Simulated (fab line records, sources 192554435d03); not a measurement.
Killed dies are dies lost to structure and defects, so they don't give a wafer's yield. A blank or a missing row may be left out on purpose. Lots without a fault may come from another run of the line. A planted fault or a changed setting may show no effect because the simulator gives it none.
fab line records | flow n5_finfet
record lots=4 wafers=12 last_day=20
route steps=1938 shown BEOL_M0_SAQP@652 BEOL_M0_CUTY@710 BEOL_M4@1111 PASSIVATION@1936
lots that met no fault: from a run of the same line without faults
start_h: hours from the record's first day to the start of the lot's first wafer shown | wait_h: hours since the lot's step before | " the same as in the row above | L1.1+2: a row that stands for several wafers | - no value, or no start given | * or withheld: withheld | < > ~ a bound
route shown NAME@n: a module of which the file shows steps, and the number in the route of the first | usual: mean/standard deviation of fault-free wafers | same: alike in all rows | chamber/n: place in a boat | sites: the reading at each site | _std_site: their standard deviation | _edge_site: outer sites' mean less inner sites' | radius_mm: how far each site lies from the wafer's centre | mask NAME#n: copy n | behind: the tool/chamber that last shaped the wafer | hold: why the lot was held/for how many hours/how that ended | device: the transistor (n, p or np) that didn't switch | end of line: the same wafers' tests at the end of the route | a step without rows: its recipe alone | killed: dies lost to structure and defects at the first sort, not the wafer's yield | map: a wafer's dies, x killed, . not, _ none there
set.NAME: the setting as run; set.NAME@STEP: as run at that earlier step | model.NAME: the simulator's own value behind a step, which no gauge read
lots at some steps of the route; a table a step, a row a wafer
services: from which hour (start_h, from the record's first day; less than 0 if before it) a tool's chamber was out of use, for how many hours, and why
## steps
# step N5_BEOL_M0_SAQP_DESCUM_19
# recipe chemistry=O2 time_s=7.9 source_power_w=50 bias_power_w=20 pressure_mtorr=20 rf_frequency_hz=2.712e+07 temp_c=40 resist=CAR-ArF o2_flow_sccm=225
# step N5_BEOL_M0_SAQP_ETCH_83
# recipe chemistry=CF4 target=SiARC target_depth_a=390 mask_material=CAR-ArF time_s=65 ion_energy_ev=80 pressure_mtorr=40 source_w=545 bias_w=36 Ar_flow_sccm=100 cf4_flow_sccm=100 ends=cleared
# step N5_BEOL_M0_SAQP_ETCH_84
# recipe chemistry=N2/H2 target=SOC target_depth_a=1000 overetch_a=200 mask_material=SiARC temp_c=40 time_s=150 ion_energy_ev=200 pressure_mtorr=30 source_w=840 bias_w=150 n2_flow_sccm=200 h2_flow_sccm=200
# step N5_BEOL_M0_SAQP_STRIP_80
# recipe chemistry=N2/H2 temp_c=40 n2_flow_sccm=200 h2_flow_sccm=200 rf_frequency_hz=6e+07
# step N5_BEOL_M0_SAQP_HM_OPEN_112
# recipe chemistry=CHF3/O2 target=SiO2 stop_on=a-Si target_depth_a=120 over_etch_frac=1.25 mask_material=SOC time_s=13.5 pressure_mtorr=30 source_w=650 bias_w=170 Ar_flow_sccm=200 CHF3_flow_sccm=50 O2_flow_sccm=5 ion_energy_ev=200 ends=end_point
# step N5_BEOL_M0_SAQP_STRIP_113
# recipe chemistry=CHF3/O2 resist=SiARC rf_frequency_hz=6e+07
# step N5_BEOL_M0_SAQP_MANDREL_ETCH_20
# recipe target_depth_a=600 chemistry=HBr/Cl2 target=a-Si stop_on=SiNx bt_time_s=10 mask_material=SOC over_etch_frac=0.5 time_s=30 pressure_mtorr=10 icp_w=800 bias_w=75 HBr_flow_sccm=150 Cl2_flow_sccm=80 ends=end_point
# step N5_BEOL_M0_SAQP_STRIP_86
# recipe chemistry=N2/H2 power_w=500 temp_c=40 pressure_mtorr=50 rf_frequency_hz=6e+07 overash_fraction=0.3 bias_power_w=28 h2_frac=0.5 n2_flow_sccm=300 h2_flow_sccm=300
# step N5_BEOL_M0_SAQP_STRIP_115
# recipe chemistry=post_etch_residue_remover time_s=60 temp_c=25 remover_ph=withheld remover_water_wt_pct=withheld remover_fluoride_wt_pct=withheld
# step N5_BEOL_M0_SAQP_SRD_93
# recipe dry=ipa_marangoni time_s=30 temp_c=23 rinse_liquid=diw
# step N5_BEOL_M0_SAQP_RECESS_114
# recipe chemistry=HF/NH3 target=SiO2 target_depth_a=144 afs_cycles=3 temp_c=30 sublimation_temp_c=180 sublimation_time_s=60
# step N5_BEOL_M0_SAQP_SPACER1_ALD_98
# recipe material=SiO2 target_thk_a=128 temp_c=300 ald_precursor_family=BDEAS ald_co_reactant=O2-plasma pulse_time_s=1 purge_time_s=2 co_reactant_purge_time_s=2 ald_cycles=138 pressure_torr=2
# step N5_BEOL_M0_SAQP_SPACER1_ETCHBACK_99
# recipe chemistry=CHF3/O2 mode=anisotropic_etchback target=SiO2 target_depth_a=154 time_s=7.7 pressure_mtorr=30 source_w=650 bias_w=170 Ar_flow_sccm=200 CHF3_flow_sccm=50 O2_flow_sccm=5 ion_energy_ev=200
# usual drypump_motor_current_A=5.8/0.3 oes_product_au=0.76/0.08 rf_vpp_V=524/3.9 showerhead_plenum_p_Torr=2.41/0.079 throttle_valve_pct=19.01/0.18
# same time_s=7.7
# columns lot.wafer tool chamber start_h wait_h drypump_motor_current_A oes_product_au rf_hours_counter_h rf_vpp_V showerhead_plenum_p_Torr throttle_valve_pct
L970.1 rie_diel-03 1 143.26 0.3 5.8 0.74 170 518 2.41 19.24
L970.2 " 2 " " 5.7 0.71 193 526 2.31 19.04
L970.4 " 0 " " 6.0 0.83 81 526 2.53 18.88
L971.2 rie_diel-03 2 150.72 0.3 5.7 0.70 197 524 2.31 19.06
L971.4 " 0 " " 6.0 0.83 83 525 2.53 18.89
L971.5 " 2 " " 5.7 0.71 - 525 2.31 19.06
L985.3 rie_diel-03 3 289.93 0.3 5.4 0.68 205 527 2.49 19.10
L985.5 " 1 " " 5.7 0.69 - 518 2.39 19.31
L985.6 " 2 " " 5.7 0.68 - 525 2.29 19.11
L984.2 rie_diel-02 3 290.19 0.3 5.9 0.72 203 513 2.29 18.87
L984.3 " 0 " " 4.8 0.94 25 523 2.45 18.81
L984.6 " 2 " " 6.0 0.83 - 522 2.34 18.95
# step N5_BEOL_M0_SAQP_MANDREL1_REMOVE_100
# recipe chemistry=HBr/Cl2/O2 bt_time_s=10 target=a-Si stop_on=SiNx endpoint=OES-SiCl over_etch_frac=0.85 icp_w=600 bias_w=30 HBr_flow_sccm=150 Cl2_flow_sccm=80 O2_flow_sccm=5 pressure_mtorr=10
# step N5_BEOL_M0_SAQP_ETCH_101
# recipe chemistry=CH3F/O2 target=SiNx mask_material=SiO2 target_depth_a=299 time_s=42.7 pressure_mtorr=30 source_w=395 bias_w=73 Ar_flow_sccm=150 CH3F_flow_sccm=30 O2_flow_sccm=20 ion_energy_ev=120
# step N5_BEOL_M0_SAQP_ETCH_102
# recipe chemistry=CF4 target=SiO2 target_depth_a=40 ion_energy_ev=350 time_s=4.4 pressure_mtorr=10 icp_w=800 bias_w=400 cf4_flow_sccm=80
# step N5_BEOL_M0_SAQP_MANDREL_ETCH_103
# recipe chemistry=HBr/Cl2 target=a-Si target_depth_a=450 bt_time_s=10 stop_on=SiCN mask_material=SiO2 over_etch_frac=0.8 time_s=27 pressure_mtorr=10 icp_w=800 bias_w=75 HBr_flow_sccm=150 Cl2_flow_sccm=80 ends=end_point
# step N5_BEOL_M0_SAQP_RECESS_104
# recipe chemistry=HF/NH3 target=SiO2 target_depth_a=180 afs_cycles=3 temp_c=30 sublimation_temp_c=180 sublimation_time_s=60
# step N5_BEOL_M0_SAQP_COAT_105
# recipe resist=SOC temp_c=250 time_s=60 spin_rpm=1500 resist_thk_nm=100
# step N5_BEOL_M0_SAQP_ETCH_106
# recipe chemistry=N2/H2 target=SOC target_depth_a=1500 stop_on=SiNx ion_energy_ev=100 bias_w=61 pressure_mtorr=30 source_w=850 n2_flow_sccm=200 h2_flow_sccm=200
# step N5_BEOL_M0_SAQP_ETCH_107
# recipe chemistry=CH3F/O2 target=SiNx target_depth_a=300 mask_material=SOC pressure_mtorr=30 source_w=395 bias_w=73 Ar_flow_sccm=150 CH3F_flow_sccm=30 O2_flow_sccm=20 ion_energy_ev=120
# step N5_BEOL_M0_SAQP_STRIP_108
# recipe chemistry=N2/H2 power_w=500 temp_c=40 pressure_mtorr=50 rf_frequency_hz=6e+07 overash_fraction=0.3 bias_power_w=28 h2_frac=0.5 n2_flow_sccm=300 h2_flow_sccm=300
# step N5_BEOL_M0_SAQP_RECESS_109
# recipe chemistry=HF/NH3 target=SiO2 target_depth_a=30 afs_cycles=1 temp_c=30 sublimation_temp_c=180 sublimation_time_s=60
# step N5_BEOL_M0_SAQP_SPACER2_ALD_26
# recipe material=SiO2 target_thk_a=150 temp_c=300 ald_precursor_family=BDEAS ald_co_reactant=O2-plasma pulse_time_s=1 purge_time_s=2 co_reactant_purge_time_s=2 pressure_torr=2
# step N5_BEOL_M0_SAQP_SPACER2_ETCHBACK_27
# recipe chemistry=CHF3/O2 mode=anisotropic_etchback target=SiO2 target_depth_a=225 time_s=11.25 pressure_mtorr=30 source_w=650 bias_w=170 Ar_flow_sccm=200 CHF3_flow_sccm=50 O2_flow_sccm=5 ion_energy_ev=200
# step N5_BEOL_M0_SAQP_MANDREL2_REMOVE_110
# recipe chemistry=HBr/Cl2/O2 bt_time_s=10 target=a-Si stop_on=SiCN endpoint=OES-SiCl over_etch_frac=1 icp_w=600 bias_w=30 HBr_flow_sccm=150 Cl2_flow_sccm=80 O2_flow_sccm=5 pressure_mtorr=10
# step N5_BEOL_M0_SAQP_COAT_69
# recipe resist=SOC temp_c=250 time_s=60 spin_rpm=1500 resist_thk_nm=90
# step N5_BEOL_M0_SAQP_COAT_72
# recipe resist=SiARC temp_c=220 time_s=60 spin_rpm=1500 resist_thk_nm=15
# step N5_BEOL_M0_SAQP_COAT_87
# recipe resist=underlayer temp_c=205 time_s=60 spin_rpm=1500 resist_thk_nm=5
# step N5_BEOL_M0_SAQP_COAT_34
# recipe resist=CAR-EUV spin_rpm=1500 resist_thk_nm=30
# step N5_BEOL_M0_SAQP_EBR_36
# recipe solvent=PGMEA ebr_width_mm=1.5
# step N5_BEOL_M0_SAQP_SOFTBAKE_35
# recipe temp_c=110 time_s=60 resist=CAR-EUV
# step N5_BEOL_M0_SAQP_EXPOSE_37
# recipe mask_id=M0_CUT1 na=0.33 source_shape=annular sigma_inner=0.35 sigma_outer=0.8 polarization=unpolarized target_cd_nm=30 dose_mj=44.75
# step N5_BEOL_M0_SAQP_PEB_38
# recipe peb_temp_c=100 peb_time_s=60 resist=CAR-EUV
# step N5_BEOL_M0_SAQP_DEVELOP_39
# recipe develop_time_s=30 developer=TMAH resist=CAR-EUV rinse_liquid=surfactant_rinse dry=air_spin dev_temp_c=23
# step N5_BEOL_M0_SAQP_INSPECT_42
# recipe mode=adi inspect_instrument=brightfield
# usual raw_defect_count=286/82
# columns lot.wafer tool chamber start_h wait_h raw_defect_count
L970.1 defect_inspect-01 - 146.77 0.1 290
L970.2 " - " " 373
L970.4 " - " " 794
L971.2 defect_inspect-02 - 166.84 0.0 265
L971.4 " - " " 1004
L971.5 " - " " 328
L985.3 defect_inspect-02 - 293.99 0.0 191
L985.5 " - " " 323
L985.6 " - " " 198
L984.2 defect_inspect-02 - 294.51 0.0 225
L984.3 " - " " 215
L984.6 " - " " 430
# step N5_BEOL_M0_SAQP_DESCUM_45
# recipe chemistry=O2 time_s=7 source_power_w=50 bias_power_w=20 pressure_mtorr=20 rf_frequency_hz=2.712e+07 temp_c=40 resist=CAR-EUV o2_flow_sccm=225
# step N5_BEOL_M0_SAQP_ETCH_88
# recipe chemistry=N2/H2 target=underlayer target_depth_a=65 time_s=5.2 ion_energy_ev=200 mask_material=CAR-EUV pressure_mtorr=30 source_w=840 bias_w=150 n2_flow_sccm=200 h2_flow_sccm=200 ends=cleared
# step N5_BEOL_M0_CUTY_INSPECT_59
# recipe mode=adi inspect_instrument=macro
# usual raw_defect_count=2.1/1.5
# columns lot.wafer tool chamber start_h wait_h raw_defect_count
L970.1 defect_inspect-02 - 148.61 0.0 2
L970.2 " - " " 1
L970.4 " - " " >300
L971.2 defect_inspect-01 - 169.36 0.0 1
L971.4 " - " " >300
L971.5 " - " " 5
L985.3 defect_inspect-01 - 295.56 0.0 1
L985.5 " - " " 1
L985.6 " - " " 2
L984.2 defect_inspect-02 - 296.40 0.0 1
L984.3 " - " " 1
L984.6 " - " " 1
# step N5_BEOL_M4_RC_MEAS_101
# usual DIBL_N=36.5/1.2 DIBL_P=36.5/1.6 IOFF_N=0.162/0.023 IOFF_P=0.221/0.03 ION_N=678/8 ION_P=466/6.3 SS_N=71.6/0.46 SS_P=73.3/0.57 VT_N=249.2/2.6 VT_P=-249/3.3
# columns lot.wafer tool chamber start_h wait_h DIBL_N[mV/V] DIBL_P[mV/V] IOFF_N[nA/um] IOFF_P[nA/um] ION_N[uA/um] ION_P[uA/um] SS_N[mV/dec] SS_P[mV/dec] VT_N[mV] VT_P[mV]
L971.2 prober-02 0 254.99 0.2 36.7 37.4 0.147 0.180 676 458 71.2 73.0 253.0 -254
L971.4 " 0 " " 36.0 37.2 0.143 0.176 666 454 70.7 74.2 252.7 -256
L971.5 " 0 " " 36.7 38.4 0.163 0.199 678 465 71.6 73.3 248.5 -251
L970.1 prober-01 0 257.00 0.0 33.2 33.1 0.115 0.157 663 455 70.6 72.7 252.9 -255
L970.2 " 0 " " 34.5 34.8 0.137 0.185 671 463 71.1 73.2 251.7 -255
L970.4 " 0 " " 34.7 35.0 0.136 0.178 674 464 71.2 73.5 255.9 -254
L985.3 prober-02 0 361.84 0.3 35.3 34.2 0.128 0.175 664 456 70.1 72.8 250.6 -257
L985.5 " 0 " " 36.8 36.3 0.149 0.200 668 463 71.1 72.9 251.3 -252
L985.6 " 0 " " 36.7 36.7 0.161 0.210 683 465 71.8 73.6 251.0 -253
L984.2 prober-01 0 364.69 0.2 38.4 36.8 0.175 0.215 679 463 72.2 73.7 247.2 -250
L984.3 " 0 " " 36.3 34.5 0.132 0.182 666 456 71.5 73.0 251.7 -253
L984.6 " 0 " " 36.9 35.7 0.151 0.199 680 465 71.8 73.7 248.9 -250
# step N5_PASSIVATION_PROBE_49
# usual defect_limited_yield=91.2/1.3 killed_at_M0_to_M3=34/9.2 killed_at_M4_up=14/5 killed_at_contacts=13/6.7 killed_at_front_end=39/12 killed_at_other=4/3.3 killed_dies=104/15 killed_on_rim=14/3.7 killed_open=68/12 killed_short=34/7.5 sort_bin_5_function=5.2/0.87 sort_bin_6_memory=3.3/0.63 sort_n_pass=1076/15 sort_yield_pct=91.2/1.3
# same gross_dies=1180 killed_at_back_side=0 sort_bin_4_leakage[%]=0 sort_bin_8_speed[%]=0
# columns lot.wafer tool chamber start_h wait_h defect_limited_yield[%] killed_at_M0_to_M3 killed_at_M4_up killed_at_contacts killed_at_front_end killed_at_other killed_dies killed_on_rim killed_open killed_short sort_bin_5_function[%] sort_bin_6_memory[%] sort_n_pass sort_yield_pct[%]
L971.4 prober-01 - 353.57 0.2 88.3 81 17 6 30 4 138 27 70 25 7.4 3.0 1042 88.3
L971.5 prober-01 - 353.62 0.2 89.3 31 7 20 64 4 126 13 74 49 6.0 4.1 1054 89.3
L970.4 prober-02 - 364.92 0.2 85.9 73 15 15 62 1 166 23 81 44 7.0 5.5 1014 85.9
# killed by level:class
L971.4 BEOL_M0_SAQP:unspecified=43 BEOL_M2:geometric_particle:open=10 STI_FIN_REVEAL:geometric_particle:open=9 BEOL_M0_SAQP:geometric_particle:open=9 BEOL_M0_SAQP:geometric_particle:short=5 BEOL_M3:geometric_particle:open=5 BEOL_M4:geometric_particle:open=5 FIN_SAQP:geometric_particle:open=4
L971.5 FIN_SAQP:geometric_particle:short=19 STI_FIN_REVEAL:geometric_particle:open=17 MOL_CONTACT_COAG:geometric_particle:open=13 BEOL_M3:geometric_particle:open=12 BEOL_M0_SAQP:geometric_particle:short=8 MOL_CONTACT_COAG:geometric_particle:short=7 FIN_SAQP:geometric_particle:open=6 DUMMY_GATE:geometric_particle:open=6
L970.4 BEOL_M0_SAQP:unspecified=40 FIN_SAQP:geometric_particle:short=19 DUMMY_GATE:geometric_particle:open=14 MOL_CONTACT_COAG:geometric_particle:open=12 BEOL_M2:geometric_particle:open=12 BEOL_M4:geometric_particle:open=9 FIN_SAQP:geometric_particle:open=7 BEOL_M1:geometric_particle:open=5
# map L970.4 (x killed, . not)
_________________...........x________________
______________..............x..._____________
___________......x......x..........__________
__________..................x.x....._________
________....x........................._______
_______xx....x.........x....x......x...______
______.......x......x..xx..........x...._____
_____x.x............xx.............xx....____
____xx............x....x..xx..x....xx.....___
___xxxx.......x.....x......................__
___xxxx.........xx.....x........x.xx......x__
__xxxxx.x.x.x.....x...........x..x.........._
__xxxx..x.........x.......x..........x......_
_xxxxxxx........x..x....................x....
_xxxxx...........x...........x.........x.....
_xxx.....x........x..x.....x....x............
_xxx.x......x...............x............x...
_xx.x...xx..........................x........
_......x......x..............................
_xx...x.x........xx......x.........x..x..x...
_..........x..........x...........x..........
__.....x...............xx.........x........._
__...............x........xx.....x........x._
___.....x..x..........x.......x...........x__
___......xx........x..xx.....x......x.xx...__
____........x.........xx...........x......___
_____....x...............x....x..........____
______...x.............................._____
_______........................x.......______
________.......x.x........xx..x......._______
__________..x..........x...x........_________
___________...............x........__________
______________.........xx......._____________
_________________............________________
# map L971.4 (x killed, . not)
_________________......x.....________________
______________..x.x....x........_____________
___________........................__________
__________.x........................_________
________.............................._______
_______.x.......x.x.x....x..x......x..x______
______.....................x....x....x.._____
_____xx.......x.............x............____
____x.x................x..........x.......___
___xxxx...............................x....__
___xxxx......x..........................x..__
__xxxxx....................................._
__xxxx..x....x.........................xx..._
_xxxxxxx..............xx.......x.x..........x
_xxxxx.....x.......................x....x....
_xxxx.....x....x..........x.........x........
_xxxxx............................x..........
_xxx.....xx................x.................
_.........................x.................x
_..................x.......x.........x.......
_......................x.....................
__.....................x..x................._
__.....................x...................._
___......x......x........x..x.x............__
___............................x......x..x.__
____..x.................x.............x...___
_____...............x...............x....____
______.............x.............x......_____
_______..x.......xx.x.....x........x...______
________x......xx.x..........x.x......_______
__________...x...x..x............x.x_________
___________..........x.x.x.x..x.x..__________
______________.....x.....x......_____________
_________________...x........________________
## services
# columns tool chamber start_h hours kind
rie_diel-02 - 151.09 15.6 pm
rie_diel-02 0 173.56 - clean
rie_diel-02 0 173.56 - consumable_replace:focus_ring
rie_diel-02 0 173.56 25.7 scheduled_down
rie_diel-02 0 173.56 25.7 vent_cycle
rie_diel-02 - 241.35 2.8 pm
rie_diel-02 3 250.98 4.4 repair
rie_diel-03 3 251.86 6.5 repair
## key
first_sign step=N5_BEOL_M0_SAQP_INSPECT_42 reading=raw_defect_count direction=up sigmas=7.5 usual=286 struck=899
effect step=N5_BEOL_M0_CUTY_INSPECT_59 reading=raw_defect_count direction=up sigmas=99+ usual=2.1 struck=>300
effect step=N5_PASSIVATION_PROBE_49 reading=killed_at_M0_to_M3 direction=up sigmas=4.7 usual=34 struck=77
more_kills_born_at N5_BEOL_M0_SAQP_SPACER1_ETCHBACK_99@rie_diel-03=83
met_at N5_BEOL_M0_SAQP_SPACER1_ETCHBACK_99
struck_wafers L970.4,L971.4
fault kind=chamber_particle_source tool=rie_diel-03 chamber=0 onset_h=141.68 steps=N5_BEOL_M0_SAQP_SPACER1_ETCHBACK_99 rate_per_visit_cm2=1.0215 end_h=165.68
